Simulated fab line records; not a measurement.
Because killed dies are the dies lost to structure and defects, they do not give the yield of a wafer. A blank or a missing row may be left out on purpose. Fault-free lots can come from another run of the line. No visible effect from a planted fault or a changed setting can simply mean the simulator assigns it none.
A lot that was struck, set against a sound lot :: flow n5_finfet :: 38 out of 1938 route steps
Sound: the wafers L896.2, L896.3, L896.4. Struck: wafer L904.2; the same lot's L904.4 was not struck, so it is left out; see the end for the cause.
For every step that has rows: the tool of each side, followed by ch and its chambers, followed by its first start. Under that, the readings that differ: sound wafers :: struck wafers :: difference of the means :: sigmas: that difference in standard deviations of wafers without a fault.
alike: readings whose means differ by less than 2 such deviations, and words and numbers that are the same on both sides. not compared: withheld readings, readings that some wafer has no value for, bounds like >300 that may hide the same value, and numbers for which the record gives no deviation and whose values overlap.
The two part at a step that has a row with sigmas, a row that says differs or no value, or rows on one side only. When numbers do not overlap yet have no deviation, they are printed without sigmas and do not part them. A reading that every wafer of one side lacks parts them only if that side has two wafers or more.

first, 9 steps without rows for these wafers: N5_BEOL_M14_SOFTBAKE_23 (time 60 s); N5_BEOL_M14_EXPOSE_25 (exposes mask M14, target cd 280 nm); N5_BEOL_M14_PEB_26 (peb time 90 s); N5_BEOL_M14_DEVELOP_27 (develop time 45 s); N5_BEOL_M14_HARDBAKE_32 (time 120 s); N5_BEOL_M14_DESCUM_33 (chemistry O2, time 7.9 s); N5_BEOL_M14_ETCH_67 (etches SiARC in CF4, target depth 143 nm, time 238.3 s); N5_BEOL_M14_ETCH_68 (etches SOC in N2/H2, time 450 s); N5_BEOL_M14_STRIP_69 (strips in N2/H2).
N5_BEOL_M14_TRENCH_ETCH_34: etches SiO2 in C4F8/O2/Ar, target depth 556.65 nm, time 126.9 s.
  sound on rie_diel-05 ch 0,1,2, day 13 21:28; struck on rie_diel-05 ch 0, day 16 09:44
reading: rf_hours_counter_h (h)
sound: 5 217 218
struck: 241
difference: +94
sigmas: 

reading: model.etch.depth_nm (nm)
sound: 554.3 543.5 567.1
struck: 506.1
difference: -48.9
sigmas: 
  alike: drypump_motor_current_A, oes_product_au, rf_vpp_V, showerhead_plenum_p_Torr, throttle_valve_pct
then, 1 step without rows for these wafers: N5_BEOL_M14_STRIP_70 (strips in C4F8/O2/Ar).
N5_BEOL_M14_OCD_MEAS_35:
  struck on ocd-02, day 16 09:54; sound on ocd-01, day 13 21:37
reading: trench_depth_nm (nm)
sound: 554 543 567
struck: 506
difference: -49
sigmas: -4
then, 11 steps without rows for these wafers: N5_BEOL_M14_STRIP_37 (strips in O2); N5_BEOL_M14_ETCH_38 (etches SiCN in CF4/N2, target depth 106.5 nm, time 120.6 s); N5_BEOL_M14_PRECLEAN_39 (cleans in residue remover, time 60 s); N5_BEOL_M14_SRD_40 (time 30 s, dry time 30 s); N5_BEOL_M14_DEGAS_41 (time 60 s); N5_BEOL_M14_PRE_CLEAN_42 (time 30 s); N5_BEOL_M14_SPUTTER_43 (material TaN, target thk 15 nm, time 24.19 s); N5_BEOL_M14_SPUTTER_44 (material Ta, target thk 15 nm, time 24.19 s); N5_BEOL_M14_SPUTTER_45 (material Cu, target thk 100 nm, time 16.67 s); N5_BEOL_M14_ECD_47 (material Cu, target thk 1248 nm); N5_BEOL_M14_ANNEAL_48 (time 90 s).
N5_BEOL_M14_CMP_49: polishes, stops on SiO2, t overpolish 5.2 s, target thk 560 nm.
  sound on cmp-03 ch 0,1,3, day 13 23:23; struck on cmp-01 ch 1, day 16 15:31
reading: barrier_field_endpoint_s (s)
sound: 11.58 11.40 11.19
struck: 10.84
difference: -0.55
sigmas: -2

reading: model.Cu_of_BEOL_M14_ECD_47.thk_nm (nm)
sound: 557.2 545.4 569.6
struck: 509
difference: -48
sigmas: 
  alike: clearing_platen_down_force_psi, motor_current_A, overpolish_run_s, time_to_endpoint_s
N5_BEOL_M14_THK_MEAS_50: measures by xrf.
  struck on film_metro-01, day 16 15:49; sound on film_metro-01, day 13 23:41
reading: M14_THK (nm)
sound: 552 536 565
struck: 504
difference: -47
sigmas: -4
then, 2 steps without rows for these wafers: N5_BEOL_M14_PRE_CLEAN_52 (time 15 s); N5_BEOL_M14_DEP_53 (deposits SiCN from 3MS/NH3, target thk 50 nm, time 17.8 s).
N5_BEOL_M14_RS_MEAS_54: measurement is done with a four-point probe.
  struck on film_metro-02, day 16 15:56; sound on film_metro-02, day 13 23:49
reading: M14_RS (ohm/sq)
sound: 0.0334 0.0341 0.0327
struck: 0.0367
difference: +0.0033
sigmas: +5
then, 9 steps without rows for these wafers: N5_BEOL_M15_ILD_DEP_00 (deposits SiO2 from TEOS/O2, target thk 1629.3 nm, time 346.1 s); N5_BEOL_M15_COAT_58 (time 60 s, resist thk 89 nm); N5_BEOL_M15_COAT_04 (resist thk 800 nm); N5_BEOL_M15_EBR_06; N5_BEOL_M15_SOFTBAKE_05 (time 60 s); N5_BEOL_M15_EXPOSE_07 (exposes mask V14); N5_BEOL_M15_PEB_08 (peb time 90 s); N5_BEOL_M15_DEVELOP_09 (develop time 45 s); N5_BEOL_M15_HARDBAKE_14 (time 120 s).
N5_BEOL_M15_RC_MEAS_101:
  sound on prober-02 ch 0, day 14 07:05; struck on prober-02 ch 0, day 16 21:25
reading: COMB_M14 (S/m)
sound: 5.3e-12 3.5e-12 3.4e-12
struck: 2.3e-12
difference: -1.8e-12
sigmas: -2

reading: SERP_M14 (ohm/um)
sound: 0.163 0.164 0.159
struck: 0.182
difference: +0.020
sigmas: +5

reading: SERP_M14_max_site (ohm/um)
sound: 0.164 0.168 0.160
struck: 0.183
difference: +0.019
sigmas: +5

reading: SERP_M8 (ohm/um)
sound: 15.1 14.3 14.4
struck: 13.0
difference: -1.6
sigmas: -3

reading: SERP_M9 (ohm/um)
sound: 3.14 3.00 3.10
struck: 2.89
difference: -0.19
sigmas: -2
  alike: COMB_M10, COMB_M11, COMB_M12, COMB_M13, COMB_M15, COMB_M5, COMB_M6, COMB_M6_max_site, COMB_M7, COMB_M8, COMB_M8_max_site, COMB_M9, SERP_M10, SERP_M11, SERP_M12, SERP_M13, SERP_M5, SERP_M6, SERP_M7

WHERE THEY PART
At N5_BEOL_M14_OCD_MEAS_35 first; at N5_BEOL_M15_RC_MEAS_101 last (within this record only).

WHY: what had been put in by the simulator
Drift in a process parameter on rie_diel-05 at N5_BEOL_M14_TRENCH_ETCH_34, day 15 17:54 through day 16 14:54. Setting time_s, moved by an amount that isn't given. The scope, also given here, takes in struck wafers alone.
